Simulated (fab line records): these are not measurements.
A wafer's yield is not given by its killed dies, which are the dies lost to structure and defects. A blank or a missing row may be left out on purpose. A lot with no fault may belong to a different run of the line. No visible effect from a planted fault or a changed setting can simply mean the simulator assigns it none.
fab line records    flow n5-finfet
[record] lots = 4  wafers = 12  last-day = 17
route steps=1938 shown BEOL_M0_SAQP@674 BEOL_M0_CUTY@701 BEOL_M0@715 BEOL_M4@1111 PASSIVATION@1936
lots that met no fault: taken from a fault-free run of the same line
start-h: the number of hours between the record's first day and the start of the first shown wafer of the lot    wait-h: time in hours since the lot's previous step    " identical to the entry in the row above    L1.1+2: a single row standing in for several wafers    - no value, or no start given    * or withheld: withheld    < > ~ a bound
route shown NAME@n: names a module that has steps shown in the file, with the first one's number in the route    usual: mean/standard deviation of fault-free wafers    same: alike in all rows    chamber/n: place in a boat    sites: readings site by site    _std_site: how widely they spread, as a standard deviation    _edge_site: the outer-site mean with the inner-site mean subtracted    radius-mm: for every site, how far away it sits from the centre of the wafer    mask NAME#n: copy n    behind: the most recent tool/chamber to have shaped the wafer    hold: cause of the lot's hold/its duration in hours/its outcome    device: the transistor (n, p or np) that didn't switch    end of line: tests of these same wafers at the route's end    a step without rows: its recipe alone    killed: at the first sort, the dies lost to defects and structure; wafer yield is something else    map: the dies of a wafer, with x for killed, . for not killed, _ for no die there
set.NAME: setting as actually run; set.NAME@STEP: the setting as run at that earlier step    model.NAME: the simulator's own value behind a step, which no gauge read
a table for each step, a row for each wafer; lots at some steps of the route
services: the hour from which a tool's chamber was out of use, counted from the record's first day as start-h (under 0 if before that day), plus the number of hours and why
[[steps]]
[step N5_BEOL_M0_SAQP_STRIP_108]
[recipe] chemistry = N2/H2  power-w = 500  temp-c = 40  pressure-mtorr = 50  rf-frequency-hz = 6e+07  overash-fraction = 0.3  bias-power-w = 28  h2-frac = 0.5  n2-flow-sccm = 300  h2-flow-sccm = 300
[step N5_BEOL_M0_SAQP_RECESS_109]
[recipe] chemistry = HF/NH3  target = SiO2  target-depth-a = 30  afs-cycles = 1  temp-c = 30  sublimation-temp-c = 180  sublimation-time-s = 60
[step N5_BEOL_M0_SAQP_SPACER2_ALD_26]
[recipe] material = SiO2  target-thk-a = 150  temp-c = 300  ald-precursor-family = BDEAS  ald-co-reactant = O2-plasma  pulse-time-s = 1  purge-time-s = 2  co-reactant-purge-time-s = 2  pressure-torr = 2
[step N5_BEOL_M0_SAQP_SPACER2_ETCHBACK_27]
[recipe] chemistry = CHF3/O2  mode = anisotropic-etchback  target = SiO2  target-depth-a = 225  time-s = 11.25  pressure-mtorr = 30  source-w = 650  bias-w = 170  Ar_flow_sccm = 200  CHF3_flow_sccm = 50  O2_flow_sccm = 5  ion-energy-ev = 200
[step N5_BEOL_M0_SAQP_MANDREL2_REMOVE_110]
[recipe] chemistry = HBr/Cl2/O2  bt-time-s = 10  target = a-Si  stop-on = SiCN  endpoint = OES-SiCl  over-etch-frac = 1  icp-w = 600  bias-w = 30  HBr_flow_sccm = 150  Cl2_flow_sccm = 80  O2_flow_sccm = 5  pressure-mtorr = 10
[step N5_BEOL_M0_SAQP_COAT_69]
[recipe] resist = SOC  temp-c = 250  time-s = 60  spin-rpm = 1500  resist-thk-nm = 90
[step N5_BEOL_M0_SAQP_COAT_72]
[recipe] resist = SiARC  temp-c = 220  time-s = 60  spin-rpm = 1500  resist-thk-nm = 15
[step N5_BEOL_M0_SAQP_COAT_87]
[recipe] resist = underlayer  temp-c = 205  time-s = 60  spin-rpm = 1500  resist-thk-nm = 5
[step N5_BEOL_M0_SAQP_COAT_34]
[recipe] resist = CAR-EUV  spin-rpm = 1500  resist-thk-nm = 30
[step N5_BEOL_M0_SAQP_EBR_36]
[recipe] solvent = PGMEA  ebr-width-mm = 1.5
[step N5_BEOL_M0_SAQP_SOFTBAKE_35]
[recipe] temp-c = 110  time-s = 60  resist = CAR-EUV
[step N5_BEOL_M0_SAQP_EXPOSE_37]
[recipe] mask-id = M0_CUT1  na = 0.33  source-shape = annular  sigma-inner = 0.35  sigma-outer = 0.8  polarization = unpolarized  target-cd-nm = 30  dose-mj = 44.75
[same] sigma-outer = 0.8
lot.wafer   tool            chamber  start-h  wait-h  mask       model.BEOL_M0_SAQP.overlay-x-nm
L698.2+3+5  euv-scanner-02  0        135.66   -       M0_CUT1#0  0.2
L702.1+2+6  euv-scanner-02  0        151.79   -       M0_CUT1#0  8.8
L710.2+5+6  euv-scanner-02  0        205.51   -       M0_CUT1#0  8.8
L716.1+4+6  euv-scanner-01  0        236.01   -       M0_CUT1#0  0.8
[step N5_BEOL_M0_SAQP_PEB_38]
[recipe] peb-temp-c = 100  peb-time-s = 60  resist = CAR-EUV
[step N5_BEOL_M0_SAQP_DEVELOP_39]
[recipe] develop-time-s = 30  developer = TMAH  resist = CAR-EUV  rinse-liquid = surfactant-rinse  dry = air-spin  dev-temp-c = 23
[step N5_BEOL_M0_SAQP_OVL_MEAS_41]
[recipe] points-per-wafer = 522
[usual] M0_CUT1_OVL = 0.1/0.63
lot.wafer  tool        chamber  start-h  wait-h  M0_CUT1_OVL[nm]
L698.2     overlay-01  0        135.82   0.0     0.2
L698.3     "           0        "        "       -0.3
L698.5     "           0        "        "       0.1
L702.1     overlay-01  0        151.96   0.0     9.6
L702.2     "           0        "        "       9.8
L702.6     "           0        "        "       9.4
L710.2     overlay-01  0        205.68   0.0     10.1
L710.5     "           0        "        "       9.4
L710.6     "           0        "        "       9.3
L716.1     overlay-01  0        236.18   0.0     0.5
L716.4     "           0        "        "       0.9
L716.6     "           0        "        "       0.7
[step N5_BEOL_M0_SAQP_DESCUM_45]
[recipe] chemistry = O2  time-s = 7  source-power-w = 50  bias-power-w = 20  pressure-mtorr = 20  rf-frequency-hz = 2.712e+07  temp-c = 40  resist = CAR-EUV  o2-flow-sccm = 225
[step N5_BEOL_M0_SAQP_ETCH_88]
[recipe] chemistry = N2/H2  target = underlayer  target-depth-a = 65  time-s = 5.2  ion-energy-ev = 200  mask-material = CAR-EUV  pressure-mtorr = 30  source-w = 840  bias-w = 150  n2-flow-sccm = 200  h2-flow-sccm = 200  ends = cleared
[step N5_BEOL_M0_SAQP_ETCH_73]
[recipe] chemistry = CF4  target = SiARC  target-depth-a = 195  mask-material = CAR-EUV  time-s = 32.5  ion-energy-ev = 80  pressure-mtorr = 40  source-w = 545  bias-w = 36  Ar_flow_sccm = 100  cf4-flow-sccm = 100  ends = cleared
[step N5_BEOL_M0_SAQP_CUT_ETCH_46]
[recipe] chemistry = N2/H2  target = SOC  target-depth-a = 1350  overetch-a = 270  temp-c = 40  time-s = 202.5  ion-energy-ev = 200  mask-material = SiARC  pressure-mtorr = 30  source-w = 840  bias-w = 150  n2-flow-sccm = 200  h2-flow-sccm = 200
[step N5_BEOL_M0_SAQP_STRIP_74]
[recipe] chemistry = N2/H2  temp-c = 40  n2-flow-sccm = 200  h2-flow-sccm = 200  rf-frequency-hz = 6e+07
[step N5_BEOL_M0_SAQP_STRIP_89]
[recipe] chemistry = N2/H2  temp-c = 40  n2-flow-sccm = 200  h2-flow-sccm = 200  rf-frequency-hz = 6e+07
[step N5_BEOL_M0_SAQP_ALD_48]
[recipe] material = SiO2  target-thk-a = 200  temp-c = 100  ald-precursor-family = BDEAS  ald-co-reactant = O2-plasma  pulse-time-s = 1  co-reactant-pulse-time-s = 1  purge-time-s = 2  co-reactant-purge-time-s = 2  ald-cycles = 139  pressure-torr = 2
[step N5_BEOL_M0_SAQP_ETCH_49]
[recipe] chemistry = CF4/O2  target-depth-a = 370  target = SiO2  pressure-mtorr = 40  source-w = 535  bias-w = 49  Ar_flow_sccm = 100  cf4-flow-sccm = 100  O2_flow_sccm = 10  ion-energy-ev = 100
[step N5_BEOL_M0_SAQP_STRIP_75]
[recipe] chemistry = CF4  resist = SiARC  power-w = 300  bias-power-w = 75  pressure-mtorr = 50  cf4-flow-sccm = 150  rf-frequency-hz = 6e+07
[step N5_BEOL_M0_CUTY_COAT_50]
[recipe] resist = SiARC  temp-c = 220  time-s = 60  spin-rpm = 1500  resist-thk-nm = 15
[step N5_BEOL_M0_CUTY_COAT_51]
[recipe] resist = CAR-ArF-block  spin-rpm = 1500  resist-thk-nm = 150
[step N5_BEOL_M0_CUTY_EBR_52]
[recipe] solvent = PGMEA  ebr-width-mm = 1.5
[step N5_BEOL_M0_CUTY_SOFTBAKE_53]
[recipe] temp-c = 110  time-s = 60  resist = CAR-ArF-block
[step N5_BEOL_M0_CUTY_EXPOSE_54]
[recipe] mask-id = M0_ABLK  na = 1.35  source-shape = conventional  sigma-outer = 0.8  polarization = unpolarized  dose-mj = 36
[step N5_BEOL_M0_CUTY_PEB_55]
[recipe] peb-temp-c = 110  peb-time-s = 60  resist = CAR-ArF-block
[step N5_BEOL_M0_CUTY_DEVELOP_56]
[recipe] develop-time-s = 30  developer = TMAH  resist = CAR-ArF-block  rinse-liquid = diw  dry = air-spin  dev-temp-c = 23
[step N5_BEOL_M0_CUTY_DESCUM_61]
[recipe] chemistry = O2  time-s = 7.9  source-power-w = 50  bias-power-w = 20  pressure-mtorr = 20  rf-frequency-hz = 2.712e+07  temp-c = 40  resist = CAR-ArF-block  o2-flow-sccm = 225
[step N5_BEOL_M0_CUTY_ETCH_62]
[recipe] chemistry = CF4  target = SiARC  mask-material = CAR-ArF-block  time-s = 58.5  ion-energy-ev = 80  pressure-mtorr = 40  source-w = 545  bias-w = 36  Ar_flow_sccm = 100  cf4-flow-sccm = 100  ends = cleared
[step N5_BEOL_M0_CUTY_ETCH_63]
[recipe] chemistry = N2/H2  target = SOC  target-depth-a = 827  overetch-a = 165  mask-material = SiARC  temp-c = 40  ion-energy-ev = 200  time-s = 124  pressure-mtorr = 30  source-w = 840  bias-w = 150  n2-flow-sccm = 200  h2-flow-sccm = 200
[step N5_BEOL_M0_CUTY_STRIP_64]
[recipe] chemistry = N2/H2  temp-c = 40  n2-flow-sccm = 200  h2-flow-sccm = 200  rf-frequency-hz = 6e+07
[step N5_BEOL_M0_ETCH_138]
[recipe] chemistry = CH3F/O2  target-depth-a = 120  target = SiCN  time-s = 31.6  ion-energy-ev = 120  pressure-mtorr = 30  source-w = 395  bias-w = 75  Ar_flow_sccm = 150  CH3F_flow_sccm = 30  O2_flow_sccm = 20  ends = cleared
[step N5_BEOL_M4_RC_MEAS_101]
[usual] DIBL_N = 35.8/1.6  DIBL_P = 36.0/1.9  IOFF_N = 0.151/0.029  IOFF_P = 0.21/0.037  ION_N = 673/12  ION_P = 463/7.3  SS_N = 71.5/0.58  SS_P = 73.2/0.61  VT_N = 251/3.3  VT_P = -250/3.3
lot.wafer  tool       chamber  start-h  wait-h  DIBL_N[mV/V]  DIBL_P[mV/V]  IOFF_N[nA/um]  IOFF_P[nA/um]  ION_N[uA/um]  ION_P[uA/um]  SS_N[mV/dec]  SS_P[mV/dec]  VT_N[mV]  VT_P[mV]
L698.2     prober-01  0        186.86   0.2     37.0          37.5          0.157          0.21           682           468           70.7          73.4          253       -249
L698.3     "          0        "        "       34.7          34.5          0.109          0.17           650           454           70.7          71.9          257       -252
L698.5     "          0        "        "       37.1          37.3          0.151          0.21           672           455           71.0          73.5          251       -248
L702.1     prober-02  0        204.84   0.0     35.8          35.9          0.160          0.26           693           478           71.7          73.2          250       -243
L702.2     "          0        "        "       36.1          35.9          0.161          0.25           673           470           71.5          73.3          250       -245
L702.6     "          0        "        "       36.8          37.5          0.185          0.28           682           469           71.8          73.3          247       -244
L710.2     prober-02  0        261.20   0.2     35.5          34.8          0.130          0.18           666           460           71.4          72.2          254       -253
L710.5     "          0        "        "       37.9          37.1          0.165          0.21           673           459           71.2          73.7          249       -253
L710.6     "          0        "        "       34.9          33.7          0.116          0.16           662           454           70.8          72.5          256       -257
L716.1     prober-01  0        298.73   0.0     35.4          37.2          0.163          0.22           687           471           71.6          74.1          248       -249
L716.4     "          0        "        "       35.1          36.1          0.154          0.20           676           460           71.5          73.4          247       -252
L716.6     "          0        "        "       35.6          37.5          0.161          0.21           675           464           71.8          74.1          249       -251
[step N5_PASSIVATION_PROBE_49]
[usual] defect-limited-yield = 90.9/1.4  killed_at_M0_to_M3 = 37/12  killed_at_M4_up = 14/5.3  killed-at-contacts = 12/6.2  killed-at-front-end = 41/11  killed-at-other = 3.7/2.9  killed-dies = 107/17  killed-on-rim = 14/4.4  killed-open = 71/12  killed-short = 34/7.9  sort_bin_5_function = 5.3/0.95  sort_bin_6_memory = 3.4/0.7  sort-n-pass = 1073/17  sort-yield-pct = 90.9/1.5
[same] gross-dies = 1180  killed-at-back-side = 0  sort_bin_4_leakage[%] = 0  sort_bin_8_speed[%] = 0
lot.wafer  tool       chamber  start-h  wait-h  defect-limited-yield[%]  killed_at_M0_to_M3  killed_at_M4_up  killed-at-contacts  killed-at-front-end  killed-at-other  killed-dies  killed-on-rim  killed-open  killed-short  sort_bin_5_function[%]  sort_bin_6_memory[%]  sort-n-pass  sort-yield-pct[%]
L698.2     prober-01  -        286.12   0.1     88.7                     74                  7                11                  37                   4                133          22             93           38            5.8                     5.2                   1047         88.7
L698.3     prober-01  -        286.17   0.1     90.9                     27                  14               16                  45                   5                107          14             83           23            5.3                     3.5                   1073         90.9
L698.5     prober-01  -        286.27   0.2     90.3                     40                  22               14                  36                   3                115          13             82           33            4.5                     5.0                   1065         90.3
L702.1     prober-01  -        310.89   0.0     0.5                      1109                11               16                  37                   1                1174         152            64           41            51.2                    3.2                   6            0.5
L702.2     prober-01  -        310.94   0.1     1.4                      1092                20               7                   40                   5                1164         151            64           38            53.1                    3.8                   16           1.4
L702.6     prober-01  -        311.14   0.3     3.9                      1057                23               9                   43                   2                1134         149            66           25            47.5                    2.5                   46           3.9
L710.2     prober-02  -        366.71   0.1     2.3                      1104                15               10                  24                   0                1153         149            69           24            47.8                    2.6                   27           2.3
L710.5     prober-02  -        366.86   0.2     4.2                      1074                14               8                   30                   4                1130         150            58           25            50.6                    2.7                   50           4.2
L710.6     prober-02  -        366.91   0.3     3.0                      1071                19               11                  36                   8                1145         146            80           40            49.7                    3.4                   35           3.0
L716.1     prober-02  -        409.52   0.0     92.3                     21                  17               8                   43                   2                91           11             74           17            4.7                     2.9                   1089         92.3
L716.4     prober-02  -        409.67   0.2     89.9                     28                  11               10                  64                   6                119          10             71           46            6.1                     3.4                   1061         89.9
L716.6     prober-02  -        409.77   0.3     88.8                     30                  33               19                  42                   8                132          16             87           44            6.7                     4.5                   1048         88.8
// killed by level:class
L698.2 BEOL_M3:geometric-particle:open=18 BEOL_M2:geometric-particle:open=14 BEOL_M0_SAQP:geometric-particle:short=13 STI_FIN_REVEAL:geometric-particle:open=11 BEOL_M1:geometric-particle:open=11 MOL_CONTACT_COAG:geometric-particle:open=10 FIN_SAQP:geometric-particle:open=7 BEOL_M0_SAQP:geometric-particle:open=5
L698.3 STI_FIN_REVEAL:geometric-particle:open=15 MOL_CONTACT_COAG:geometric-particle:open=12 BEOL_M0_SAQP:geometric-particle:open=8 FIN_SAQP:geometric-particle:open=7 FIN_SAQP:geometric-particle:short=6 BEOL_M3:geometric-particle:open=6 STARTING-WAFER:geometric-particle:open=5 MOL_CONTACT_COAG:geometric-particle:short=4
L698.5 MOL_CONTACT_COAG:geometric-particle:open=12 BEOL_M4:geometric-particle:open=12 STI_FIN_REVEAL:geometric-particle:open=10 BEOL_M3:geometric-particle:open=8 FIN_SAQP:geometric-particle:open=7 BEOL_M1:geometric-particle:open=7 BEOL_M0_SAQP:geometric-particle:short=7 FIN_SAQP:geometric-particle:short=6
L702.1 BEOL_M0_SAQP:overlay=1066 BEOL_M0_SAQP:geometric-particle:short=15 BEOL_M0_SAQP:geometric-particle:open=12 MOL_CONTACT_COAG:geometric-particle:open=11 FIN_SAQP:geometric-particle:open=9 STI_FIN_REVEAL:geometric-particle:open=9 BEOL_M1:geometric-particle:open=9 STARTING-WAFER:geometric-particle:short=5
L702.2 BEOL_M0_SAQP:overlay=1062 FIN_SAQP:geometric-particle:open=15 BEOL_M0_SAQP:geometric-particle:short=8 BEOL_M1:geometric-particle:open=7 MOL_CONTACT_COAG:geometric-particle:open=6 BEOL_M4:geometric-particle:open=6 FIN_SAQP:geometric-particle:short=5 BEOL_M0_SAQP:geometric-particle:open=5
L702.6 BEOL_M0_SAQP:overlay=1035 BEOL_M4:geometric-particle:open=14 STI_FIN_REVEAL:geometric-particle:open=11 HKMG_FIN:area-etch=8 FIN_SAQP:geometric-particle:open=7 MOL_CONTACT_COAG:geometric-particle:open=6 BEOL_M0_SAQP:geometric-particle:open=6 FIN_SAQP:geometric-particle:short=5
L710.2 BEOL_M0_SAQP:overlay=1060 BEOL_M1:geometric-particle:open=9 MOL_CONTACT_COAG:geometric-particle:open=7 BEOL_M0_SAQP:geometric-particle:open=7 BEOL_M0:geometric-particle:open=7 BEOL_M3:geometric-particle:open=7 FIN_SAQP:geometric-particle:open=5 BEOL_M2:geometric-particle:open=5
L710.5 BEOL_M0_SAQP:overlay=1046 BEOL_M1:geometric-particle:open=10 BEOL_M0:geometric-particle:open=6 FIN_SAQP:geometric-particle:open=5 STI_FIN_REVEAL:geometric-particle:open=5 STARTING-WAFER:geometric-particle:short=5 BEOL_M3:geometric-particle:open=5 DUMMY_GATE:geometric-particle:open=4
L710.6 BEOL_M0_SAQP:overlay=1025 BEOL_M0:geometric-particle:open=11 MOL_CONTACT_COAG:geometric-particle:open=9 BEOL_M0_SAQP:geometric-particle:short=9 BEOL_M4:geometric-particle:open=9 BEOL_M2:geometric-particle:open=8 FIN_SAQP:geometric-particle:open=7 MIM_TOP:geometric-particle:open=5
L716.1 STI_FIN_REVEAL:geometric-particle:open=12 BEOL_M4:geometric-particle:open=9 DUMMY_GATE:geometric-particle:open=8 FIN_SAQP:geometric-particle:open=7 MOL_CONTACT_COAG:geometric-particle:open=6 BEOL_M0_SAQP:geometric-particle:open=6 FIN_SAQP:geometric-particle:short=5 BEOL_M0:geometric-particle:open=5
L716.4 STI_FIN_REVEAL:geometric-particle:open=19 FIN_SAQP:geometric-particle:open=12 FIN_SAQP:geometric-particle:short=10 MOL_CONTACT_COAG:geometric-particle:open=9 BEOL_M0_SAQP:geometric-particle:short=9 BEOL_M0_SAQP:geometric-particle:open=6 DUMMY_GATE:geometric-particle:open=5 BEOL_M2:geometric-particle:open=5
L716.6 MOL_CONTACT_COAG:geometric-particle:open=15 FIN_SAQP:geometric-particle:open=14 BEOL_M4:geometric-particle:open=12 FIN_SAQP:geometric-particle:short=9 BEOL_M0_SAQP:geometric-particle:open=9 BEOL_M0_SAQP:geometric-particle:short=8 BEOL_M5:geometric-particle:open=8 GATE_CUT:geometric-particle:short=6
// map L702.1 (x killed, . not)
_________________xxxxxxxxxxxx________________
______________xxxxxxxxxxxxxxxxxx_____________
___________xxxxxxxxxxxxxxxxxxxxxxxx__________
__________xxxxxxxxxxxxxxxxxxxxxxxxxx_________
________xxxxxxxxxxxxxxxxxxxxxxxxxxxxxx_______
_______xxxxxxxxxxxxxxxxxxxxxxxxxxxxxxxx______
______xxxxxxxxxxxxxxxxxxxxxxxxx.xxxxxxxx_____
_____xxxxxxxxxxxxxxxxxxxxxxxxxxxxxxxxxxxx____
____xxxxxxxxxxxxxxxxxxxxxxxxxxxxxxxxxxxxxx___
___xxxxxxxxxxxxxxxxxxxxxxxxxxxxxxxxxxxxxxxx__
___xxxxxxxxxxxxxxxxxxxxxxxxx.xxxxxxxxxxxxxx__
__xxxxxxxxxxxxxxxxxxxxxxxxxxxxxxxxxxxxxxxxxx_
__xxxxxxxxxxxxxxxxxxxxxxxxxxxxxxxxxxxxxxxxxx_
_xxxxxx.xxxxxxxxxxxxxxxxxxxxxxxxxxxxxxxxxxxxx
_xxxxxxxxxxxxxxxxxxxxxxxxxxxxxxxxxxxxxx.xxxxx
_xxxxxxxxxxxxxxxxxxxxxxxxxxxxxxxxxxxxxxxxxxxx
_xxxxxxxxxxxxxxxxxxxxxxxxxxxxxxxxxxxxxxxxxxxx
_xxxxxxxxxxxxxxxxxxxxxxxxxxxxxxxxxxxxxxxxxxxx
_xxxxxxxxxxxxx.xxxxxxxxxxxxxxxxxxxxxxxxxxxxxx
_xxxxxxxxxxxxxxxxxxxxxxxxxxxxxxxxxxxxxxxxxxxx
_xxxxxxxxxxxxxxxxxxxxxxxxxxxxxxxxxxxxxxxxxxxx
__xxxxxxxxxxxxxxxxxxxxxxxxxxxxxxxxxxxxxxxxxx_
__xxxxxxxxxxxxxxxxxxxxxxxxxxxxxxxxxxxxxxxxxx_
___xxxxx.xxxxxxxxxxxxxxxxxxxxxxxxxxxxxxxxxx__
___xxxxxxxxxxxxxxxxxxxxxxxxxxxxxxxxxxxxxxxx__
____xxxxxxxxxxxxxxxxxxxxxxxxxxxxxxxxxxxxxx___
_____xxxxxxxxxxxxxxxxxxxxxxxxxxxxxxxxxxxx____
______xxxxxxxxxxxxxxxxxxxxxxxxxxxxxxxxxx_____
_______xxxxxxxxxxxxxxxxxxxxxxxxxxxxxxxx______
________xxxxxxxxxxxxxxxxxxxxxxxxxxxxxx_______
__________xxxxxxxxxxxxxxxxxxxxxxxxxx_________
___________xxxxxxxxxxxxxxxxxxxxxxxx__________
______________xxxxxxxxxxxxxxxxxx_____________
_________________xxxxxxxxxxxx________________
// map L710.2 (x killed, . not)
_________________xxxxxxxxxxxx________________
______________xxxxxxxxxxxxxxxxxx_____________
___________.xxxxxxxxxxxxxxxxxxxxxxx__________
__________xxxxxxxxxxxxxxxxxxxxxxxxxx_________
________xxxxxxxx.xxxxxxxxxxxxxxxxxxxxx_______
_______xxxxxxxxxxx.xxxxxxxxxxxxxxxxxxxx______
______xxxxxxxxxx.xxxxxxxxxxxxxxxxxxxxxxx_____
_____xx.xxxxxxxxxxxxxxxxxxxxxxxxxxxxx.xxx____
____xxxxxxxxxxxxxxxxxxxxxxxxxxxxxx.xxxxxxx___
___xxxxxxxxxxxxxxxxxx.xxxxxxxxxxxxxxxxxxxxx__
___xxxxxxxxxxxxxxxxxxxxxxxxxxxxxxxxxxxxxxxx__
__xxxxxxxxxxxxxxxxxxxxxxxxxxxxxxxxxxxxxxxxxx_
__xxxxxxxxxxxxxxxxx.xxxxxxxxxxxxxxxxxxxxxxxx_
_xxxxxxxxxxxxxxxxxxxx.xxxxxxxxxxxxxxxxxxxxxxx
_xxxxxxxxxxxxxxxxxxxxxxxxxxxxxxxxxxxxxxxxxxxx
_xxxxxxxxxxxxxxxxxxxxxxxxxxxxxxxxxxxxxxxx.xxx
_xxxxxxxxxx.xxxxxxxxxxxxxxxxxxxxxxxxxxxxxxxxx
_xx.xxxxxxxxxxxxxxxx.xxxxxxxxxxxxxxxxxxxxxxxx
_xxxxxxxxxxxxxxxxxxxxxxxxxxxxxxxxxxxxxxxxxxxx
_xxxxxx.xxxxxxxxxxxxxxxxxxxxxxxxxxxxxxxxxxxxx
_xxxxxxxxxxxxxxxxxxxxxxxxxxxxxxxxxxxxxxxxx.xx
__xxxxxxxxxxxxxxxxxxxxxxxxxx.xxxxxxxxxxxxxxx_
__xxxxxx.xxx.xxxxxxxxxxxxxxxxxxxxxxxxxxxxxxx_
___xxxxxxxxxxxxxxxxxxxxxxxxxxxxxxxxxxxxxxxx__
___xxxxxxxxx.xxxxxxxxxxxxxxxxxxxxxx.xxxxxxx__
____xx.xxxxxxxxxxxxxxxxxxxxxxxxxxxxxxxxxxx___
_____xxxxxxxxxxxxxxxxxxxxxxxxxxxxxxxxxxxx____
______xxxxxxxxxxxxxxxxxxxxxxxxxxxxxxxxxx_____
_______xxxxxxxxxxxxxxxxxxxxxxxxxxx.xxxx______
________.xxxxxxxxxxxxxx.xxxxxxxxxxxxxx_______
__________xxxxxxxxx.xxxxxxxxxxxxxx.x_________
___________xxxxxxxxxxxxxxxxxxxxxxxx__________
______________xxxxxxxxxxxxxxxxxx_____________
_________________xxxxxxxxxxxx________________
[[services]]
tool            chamber  start-h  hours  kind
euv-scanner-01  -        126.82   4.6    pm
euv-scanner-02  -        138.19   1.0    pm
euv-scanner-01  -        150.10   1.0    pm
euv-scanner-02  0        160.37   -      calibration
euv-scanner-01  0        160.82   -      calibration
euv-scanner-02  -        194.34   1.0    pm
euv-scanner-01  -        206.25   1.0    pm
[[key]]
[first-sign] step = N5_BEOL_M0_SAQP_OVL_MEAS_41  reading = M0_CUT1_OVL  direction = up  sigmas = 15  usual = 0.1  struck = 9.6
[effect] step = N5_PASSIVATION_PROBE_49  reading = killed_at_M0_to_M3  direction = up  sigmas = 84  usual = 37  struck = 1084
[model-effect] step = N5_BEOL_M0_SAQP_EXPOSE_37  value = BEOL_M0_SAQP.overlay-x-nm  without = 0  struck = 8.8
[more-kills-born-at] N5_BEOL_M0_SAQP_EXPOSE_37@euv-scanner-02 = 6294
met-at N5_BEOL_M0_SAQP_EXPOSE_37
struck-wafers L702.1,L702.2,L702.6,L710.2,L710.5,L710.6
onset-between 135.66 151.79
[fault] kind = scanner-matching-overlay  tool = euv-scanner-02  chamber = -  onset-h = 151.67  steps = N5_BEOL_M0_SAQP_EXPOSE_37  offset = 8.8319
